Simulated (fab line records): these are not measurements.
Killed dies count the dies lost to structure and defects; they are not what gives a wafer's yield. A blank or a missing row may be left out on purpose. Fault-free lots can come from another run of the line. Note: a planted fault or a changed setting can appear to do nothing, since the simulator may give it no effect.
Commonality check across tools / flow nandHarc / Sampled: 2 lots, 6 wafers

WHY THIS WAS OPENED
At NHARC_END_SORT_01 the reading killedDies is flagged on 2 of 2 lots. No-fault wafers: 58, standard deviation 21.
Rule: flag the lot when none of its wafers has a number, or when each of its wafers that has one lies beyond 4 standard deviations from that mean. As for the other lots, they are considered sound.

lot=L371; measured=day 28 23:31; on=prober-01; killedDies, wafer by wafer=592 634 622; flag=FLAGGED
lot=L372; measured=day 29 05:02; on=prober-02; killedDies, wafer by wafer=626 620 618; flag=FLAGGED
The numbers of the flagged lots are 619 on average: +561 against the usual, or +27 standard deviations.

LOT BY LOT: THE TOOL USED
The record holds 4 process steps before the reading, out of a route of 1302 steps. Each cell gives the tool, then ch followed by the chambers the sampled wafers passed through, then the start.
lot=L371; flag=FLAGGED; NHARC_A_CHANNEL_HOLE_D1_DEP_00=aclDep-03 ch 0, day 12 00:59; NHARC_THIN_TSV_CMP_01=no row; NHARC_THIN_TSV_DEP_47=no row; NHARC_THIN_TSV_ETCH_36=no row
lot=L372; flag=FLAGGED; NHARC_A_CHANNEL_HOLE_D1_DEP_00=aclDep-03 ch 0, day 12 06:13; NHARC_THIN_TSV_CMP_01=no row; NHARC_THIN_TSV_DEP_47=no row; NHARC_THIN_TSV_ETCH_36=no row
What these steps do:
- NHARC_A_CHANNEL_HOLE_D1_DEP_00: deposits aC, target thk 3100 nm.
- NHARC_THIN_TSV_CMP_01: polishes.
- NHARC_THIN_TSV_DEP_47: deposits SiO2, target thk 200 nm.
- NHARC_THIN_TSV_ETCH_36: etches the open film in Cl2/BCl3, target depth 65 nm, time 18.571 s.
- NHARC_END_SORT_01

FLAGGED OVER TOTAL, TOOL BY TOOL (the gauges that took the reading come last)
step=NHARC_A_CHANNEL_HOLE_D1_DEP_00; tool=aclDep-03; lots run=2; flagged=2; share of the flagged lots=all; sound lots run after its first flagged lot=0
step=NHARC_END_SORT_01; tool=prober-01; lots run=1; flagged=1; share of the flagged lots=some; sound lots run after its first flagged lot=0
step=NHARC_END_SORT_01; tool=prober-02; lots run=1; flagged=1; share of the flagged lots=some; sound lots run after its first flagged lot=0

THE TABLE: WHAT IT ALLOWS
All flagged lots share 1 row of the table, namely aclDep-03 at NHARC_A_CHANNEL_HOLE_D1_DEP_00.
- aclDep-03 at NHARC_A_CHANNEL_HOLE_D1_DEP_00 ran 2 lots, 2 of them flagged. In this sample it ran no sound lot ahead of its first flagged lot, so there is no way to narrow down the start.
Left over: one tool, aclDep-03 at NHARC_A_CHANNEL_HOLE_D1_DEP_00.

WHAT THE SIMULATOR PUT IN
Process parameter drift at NHARC_A_CHANNEL_HOLE_D1_DEP_00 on aclDep-03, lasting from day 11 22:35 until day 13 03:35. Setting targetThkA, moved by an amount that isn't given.
Shown lots that were struck: L371, L372. The same result came from the rule above.
